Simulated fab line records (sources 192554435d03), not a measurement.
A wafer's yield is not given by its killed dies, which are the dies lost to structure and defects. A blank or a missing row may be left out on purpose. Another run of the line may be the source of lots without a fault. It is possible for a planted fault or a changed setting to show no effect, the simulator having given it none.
The same fault as seen by 2 desks || flow n5Finfet || every desk sees just its own numbers, and what lay behind them comes last

DESK OF THE TOOL OWNER: pecvd-02
The tool's own readings at N5_BEOL_M1_ILD_DEP_00 (deposits SiOC from DEMS/O2, target thk 79 nm, time 15.3 s): means of the sampled wafers that have a number, for each lot that ran on this tool. Marked OUT: a lot whose mean sits more than 4 standard deviations from the usual mean, which makes it out of limits; the brackets give that distance.
Columns: A = heaterPowerW at N5_BEOL_M1_ILD_DEP_00, usual 476 W; B = showerheadPlenumPTorr at N5_BEOL_M1_ILD_DEP_00, usual 5.686 Torr; C = susceptorTempC at N5_BEOL_M1_ILD_DEP_00, usual 349.96 C; D = throttleValvePct at N5_BEOL_M1_ILD_DEP_00, usual 11.8 %
{"lot": "L420", "first seen here": "day 6 15:37", "A": 443, "B": 5.686, "C": 349.83, "D": 12.1}
{"lot": "L422", "first seen here": "day 7 02:02", "A": 452, "B": 5.694, "C": 349.88, "D": 11.8}
{"lot": "L426", "first seen here": "day 8 03:29", "A": 472, "B": 5.689, "C": 350.14, "D": 12.1}
{"lot": "L429", "first seen here": "day 8 17:56", "A": 459, "B": 5.687, "C": "348.82 (-5.2) OUT", "D": 11.6}
{"lot": "L437", "first seen here": "day 11 16:37", "A": 498, "B": 5.696, "C": 349.80, "D": 11.7}
{"lot": "L438", "first seen here": "day 11 17:19", "A": 492, "B": 5.697, "C": 350.07, "D": 12.2}
This desk's finding: out of limits on L429; first on L429, day 8 17:56 (susceptorTempC at N5_BEOL_M1_ILD_DEP_00). L420, L422, L426, L437, L438 stayed within limits.

METROLOGY DESK
What the gauges read, lot by lot, whatever tool the lot ran on: means of the sampled wafers that have a number. Marked OUT: a lot whose mean sits more than 4 standard deviations from the usual mean, which makes it out of limits; the brackets give that distance. It has 11 readings; the 7 that lie furthest out on some lot are the ones shown.
Columns: A = DIBL_P at N5_BEOL_M4_RC_MEAS_101, usual 36.5 mV/V; B = IOFF_N at N5_BEOL_M4_RC_MEAS_101, usual 0.16 nA/um; C = IOFF_P at N5_BEOL_M4_RC_MEAS_101, usual 0.22 nA/um; D = ION_N at N5_BEOL_M4_RC_MEAS_101, usual 675 uA/um; E = ION_P at N5_BEOL_M4_RC_MEAS_101, usual 465 uA/um; F = SS_N at N5_BEOL_M4_RC_MEAS_101, usual 71.5 mV/dec; G = SS_P at N5_BEOL_M4_RC_MEAS_101, usual 73.3 mV/dec
{"lot": "L420", "first seen here": "day 6 15:41", "A": 36.1, "B": 0.17, "C": 0.20, "D": 672, "E": 460, "F": 71.1, "G": 72.9}
{"lot": "L422", "first seen here": "day 7 02:07", "A": 40.4, "B": 0.22, "C": 0.29, "D": 684, "E": 472, "F": 72.7, "G": 74.2}
{"lot": "L423", "first seen here": "day 7 08:56", "A": 36.0, "B": 0.16, "C": 0.20, "D": 676, "E": 463, "F": 71.8, "G": 73.4}
{"lot": "L425", "first seen here": "day 7 14:26", "A": 33.8, "B": 0.15, "C": 0.19, "D": 673, "E": 462, "F": 71.5, "G": 72.5}
{"lot": "L426", "first seen here": "day 8 03:33", "A": 37.1, "B": 0.17, "C": 0.23, "D": 677, "E": 466, "F": 71.9, "G": 73.3}
{"lot": "L429", "first seen here": "day 8 18:01", "A": 34.1, "B": 0.13, "C": 0.19, "D": 673, "E": 463, "F": 71.2, "G": 73.2}
{"lot": "L440", "first seen here": "day 11 14:47", "A": 39.4, "B": 0.19, "C": 0.25, "D": 692, "E": 475, "F": 71.8, "G": 74.2}
{"lot": "L437", "first seen here": "day 11 16:41", "A": 36.6, "B": 0.15, "C": 0.19, "D": 670, "E": 454, "F": 71.8, "G": 73.1}
{"lot": "L438", "first seen here": "day 11 17:23", "A": 35.9, "B": 0.17, "C": 0.23, "D": 683, "E": 470, "F": 71.8, "G": 73.4}
{"lot": "L436", "first seen here": "day 11 17:29", "A": 37.9, "B": 0.18, "C": 0.26, "D": 671, "E": 461, "F": 71.9, "G": 73.5}
This desk found nothing out of limits on any of the 10 lots.

TAKEN TOGETHER
On L429, at day 8 17:56, an alarm was possible from the tool owner's desk.
Nothing out of limits was seen by the metrology desk.
The metrology desk holds a record of L429, inside its limits.
Every lot named ran N5_BEOL_M1_ILD_DEP_00 on pecvd-02.

WHAT HAD BEEN PUT IN BY THE SIMULATOR
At N5_BEOL_M1_ILD_DEP_00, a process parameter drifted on pecvd-02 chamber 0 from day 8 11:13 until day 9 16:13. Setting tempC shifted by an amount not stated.
Lots struck among those shown: L429.
How many hours passed from the start of the fault until each desk's first out-of-limits reading: the tool owner's desk, 7.
